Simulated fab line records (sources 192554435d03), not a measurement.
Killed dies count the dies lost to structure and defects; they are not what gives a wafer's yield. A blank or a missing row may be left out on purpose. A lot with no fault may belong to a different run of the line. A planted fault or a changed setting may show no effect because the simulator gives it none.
A struck lot beside a sound one :: flow n5-finfet :: 15 out of 1938 route steps
Sound: the wafers L560.2, L560.4, L560.5. Struck: wafer L568.6 (left out: L568.1, L568.3 of the same lot, which were not struck); the cause appears at the end.
Each step with rows lists, per side, the tool, then ch with its chambers, then its first start. Under that, the readings that differ: sound wafers :: struck wafers :: difference of the means :: sigmas: that difference in standard deviations of wafers without a fault.
alike: readings with means less than 2 such deviations apart, plus words and numbers identical on both sides. not compared: withheld readings, readings lacking a value on some wafer, bounds such as >300 that could conceal the same value, and numbers that have no deviation in the record and whose values overlap.
A row with sigmas, a row that says differs or no value, or rows on one side alone: a step with any of these is where the two part. When numbers do not overlap yet have no deviation, they are printed without sigmas and do not part them. Lack of a reading on every wafer of one side parts them only where that side has two or more wafers.

N5_HKMG_FIN_STRIP_60: strips in N2/H2, time 360 s.
  sound on plasma-asher-01 ch 0,1, day 5 14:11; struck on plasma-asher-02 ch 0, day 7 14:46
  alike: drypump-motor-current-A, heater-power-w, temp-c
  not compared: rf-hours-counter-h
then, 2 steps without rows for these wafers: N5_HKMG_FIN_WET_ETCH_77 (etches La2O3 in dHCl, stops on HfO2, target depth 2 nm); N5_HKMG_FIN_WET_ETCH_78 (etches Al2O3 in dNH4OH, stops on La2O3, target depth 4.5 nm, rinse time 30 s).
N5_HKMG_FIN_ALD_79: deposits TiN, target thk 1.5 nm, pulse time 1 s, purge time 3 s.
  sound on ald-metal-04 ch 0,1,3, day 5 14:41; struck on ald-metal-03 ch 2, day 7 15:16
  alike: chamber-pressure-Torr, heater-power-w, precursor-pulse-height-rel
  not compared: co-reactant-pulse-time-s
N5_HKMG_FIN_CVD_62: deposits a-Si from Si2H6, target thk 3 nm, time 20.8 s.
  sound on thermal-cvd-si-02 ch 0,1,2, day 5 15:02; struck on thermal-cvd-si-02 ch 0, day 7 15:38
  alike: chamber-pressure-Torr, heater-power-w
then, 5 steps without rows for these wafers: N5_HKMG_FIN_RTA_80 (time 2 s); N5_HKMG_FIN_PRECLEAN_64 (cleans in dHF, time 30 s); N5_HKMG_FIN_WET_ETCH_65 (etches a-Si in TMAH, stops on TiN, time 49 s, target depth 3 nm); N5_HKMG_FIN_WET_ETCH_81 (etches TiN in SC1, stops on HfO2, time 57 s, target depth 6 nm); N5_HKMG_FIN_WET_ETCH_82 (etches La2O3 in dHCl, stops on HfO2, target depth 2 nm, rinse time 30 s).
N5_HKMG_FIN_ALD_36: deposits TiN, target thk 1 nm, pulse time 1 s, purge time 3 s.
  sound on ald-metal-03 ch 0,3, day 5 15:26; struck on ald-metal-01 ch 2, day 7 16:17
reading: chamber-pressure-Torr (Torr)
sound: 2.993 2.985 2.989
struck: 3.005
difference: +0.016
sigmas: +2
  alike: heater-power-w, precursor-pulse-height-rel
  not compared: co-reactant-pulse-time-s
N5_HKMG_FIN_THK_MEAS_70: measures by xrf.
  sound: film-metro-01 at day 5 15:43; struck: film-metro-02 at day 7 16:34
  alike: HK_THK
N5_HKMG_FIN_PWFM_ALD_03: deposits TiN, target thk 2 nm, pulse time 1 s, purge time 3 s.
  sound on ald-metal-01 ch 0,1, day 5 15:45; struck on ald-metal-04 ch 2, day 7 16:36
reading: co-reactant-pulse-time-s (s)
sound: 2 2 2
struck: 2.4646
difference: +0.4646
sigmas: 
  alike: chamber-pressure-Torr, heater-power-w, precursor-pulse-height-rel
then, 1 step without rows for these wafers: N5_HKMG_FIN_COAT_29 (time 60 s, resist thk 300 nm).
-- a jump in the record: the struck wafers' starts before and after are 3 days apart (it breaks off in module HKMG_FIN and resumes in module BEOL_M4, where the first step shown is number 1111 of the route) --
N5_BEOL_M4_RC_MEAS_101:
  sound on prober-01 ch 0, day 9 08:05; struck on prober-01 ch 0, day 11 03:21
  alike: DIBL_N, DIBL_P, IOFF_N, IOFF_P, ION_N, ION_P, SS_N, SS_P, VT_N, VT_P

WHERE THEY PART
At N5_HKMG_FIN_ALD_36 and nowhere else, as far as this record goes. Later steps at which nothing parts them and some readings are alike: N5_HKMG_FIN_THK_MEAS_70, N5_HKMG_FIN_PWFM_ALD_03, N5_BEOL_M4_RC_MEAS_101.

WHY: what had been put in by the simulator
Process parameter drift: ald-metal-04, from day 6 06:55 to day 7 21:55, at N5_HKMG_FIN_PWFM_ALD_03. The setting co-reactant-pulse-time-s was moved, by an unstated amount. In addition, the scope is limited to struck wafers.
